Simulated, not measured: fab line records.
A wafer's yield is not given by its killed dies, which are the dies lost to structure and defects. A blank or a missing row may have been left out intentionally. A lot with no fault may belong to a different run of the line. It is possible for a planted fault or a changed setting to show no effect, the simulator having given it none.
Split-lot experiment + flow n5 finfet + route with 1938 steps; 7 lots, 21 wafers read

ON THE SPLIT
At N5_BEOL_M9_ETCH_66 (etches SOC in N2/H2, target depth 80 nm, overetch 16 nm, time 120 s), the setting time s was moved away from the recipe's 120 s on 10 of the 21 wafers read, by -16.4% to +20.0%. The other wafers ran this setting at the recipe's value.

The split's own step is where the reading is taken.

THE READING
SiARC_of_BEOL_M9_COAT_64.thk nm (the simulator's own value, which no gauge read), in nm, at N5_BEOL_M9_ETCH_66 (etches SOC in N2/H2, target depth 80 nm, overetch 16 nm, time 120 s). The file does not state a usual value for it. Here, 11 wafers ran the recipe; their average is 6.4 nm with a standard deviation of 0.17 nm.

| wafer  | tool, chamber at the split | time s as run, s | against the recipe | SiARC_of_BEOL_M9_COAT_64.thk nm, nm | against lot-mates on the recipe |
|--------|----------------------------|------------------|--------------------|-------------------------------------|---------------------------------|
| L075.2 | rie diel-01, 0,3           | 106.9            | -10.9%             | 7                                   | no lot-mate on the recipe       |
| L075.5 | rie diel-01, 0,3           | 106.9            | -10.9%             | 7                                   | no lot-mate on the recipe       |
| L075.3 | rie diel-01, 2             | 106.9            | -10.9%             | 6.8                                 | no lot-mate on the recipe       |
| L077.1 | rie diel-03, 0             | 100.3            | -16.4%             | 7.4                                 | +1.0                            |
| L077.2 | rie diel-03, 3             | 120              | recipe             | 6.2                                 | -                               |
| L077.3 | rie diel-03, 1             | 120              | recipe             | 6.6                                 | -                               |
| L081.3 | rie diel-03, 2             | 120              | recipe             | 6.6                                 | -                               |
| L081.5 | rie diel-03, 2,1           | 120              | recipe             | 6.4                                 | -                               |
| L081.6 | rie diel-03, 2,1           | 120              | recipe             | 6.4                                 | -                               |
| L085.1 | rie diel-02, 0             | 120              | recipe             | 6.6                                 | -                               |
| L085.3 | rie diel-02, 1,0           | 139.6            | +16.3%             | 5.6                                 | -1.0                            |
| L085.4 | rie diel-02, 1,0           | 139.6            | +16.3%             | 5.6                                 | -1.0                            |
| L090.2 | rie diel-03, 3             | 120              | recipe             | 6.2                                 | -                               |
| L090.4 | rie diel-03, 2,0           | 120              | recipe             | 6.6                                 | -                               |
| L090.6 | rie diel-03, 2,0           | 120              | recipe             | 6.6                                 | -                               |
| L092.1 | rie diel-01, 3,2           | 144              | +20.0%             | 5.2                                 | -1.2                            |
| L092.4 | rie diel-01, 3,2           | 144              | +20.0%             | 5.2                                 | -1.2                            |
| L092.6 | rie diel-01, 0             | 120              | recipe             | 6.4                                 | -                               |
| L097.1 | rie diel-03, 0             | 136.4            | +13.7%             | 5.6                                 | -0.6                            |
| L097.2 | rie diel-03, 3             | 120              | recipe             | 6.2                                 | -                               |
| L097.3 | rie diel-03, 3             | 136.4            | +13.7%             | 5.4                                 | -0.8                            |
If several chambers appear in one row, that row covers several wafers at once and the file leaves open which wafer was in which chamber.

FIT RESULTS
A straight line over all 21 wafers: SiARC_of_BEOL_M9_COAT_64.thk nm changes by -0.0569 nm for each +1% of time s; r = -0.97; the points scatter about the line by 0.16 nm.
The same after taking each lot's own level away (the mean of its wafers on the recipe; 18 wafers): -0.0591 nm for each +1%; r = -0.98; scatter 0.13 nm.
On that fit, the largest move of time s shifts the reading by 1.2 nm.
The span of the lots' own levels, 6.20 to 6.60 nm, comes to 2.4 times the standard deviation stated above.
The two slopes are in agreement: the lot-to-lot level therefore moves the slope only a little.
Check: for one of the wafers moved furthest among these (+20.0%), held out of the fit, the line's prediction against its lot-mates is -1.17 nm. It came out at -1.2 nm against them.

THE OTHER SPLITS THESE WAFERS WENT THROUGH
Note: prior to the reading, these wafers also went through further splits. Each is held against what the fit with the lots' levels taken away leaves over:
| other split on the same wafers   | wafers away from the commonest value | r with SiARC_of_BEOL_M9_COAT_64.thk nm (lot level and that fit taken away) |
|----------------------------------|--------------------------------------|----------------------------------------------------------------------------|
| N5_BEOL_M7_TRENCH_ETCH_37 bias w | 6                                    | +0.00                                                                      |
| N5_BEOL_M8_DESCUM_33 time s      | 9                                    | +0.09                                                                      |
| N5_BEOL_M8_TRENCH_ETCH_37 bias w | 4                                    | -0.24                                                                      |

THE FILE'S OWN FIT
SiARC_of_BEOL_M9_COAT_64.thk nm changes by -0.059 nm for each +1% of time s, r = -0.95.
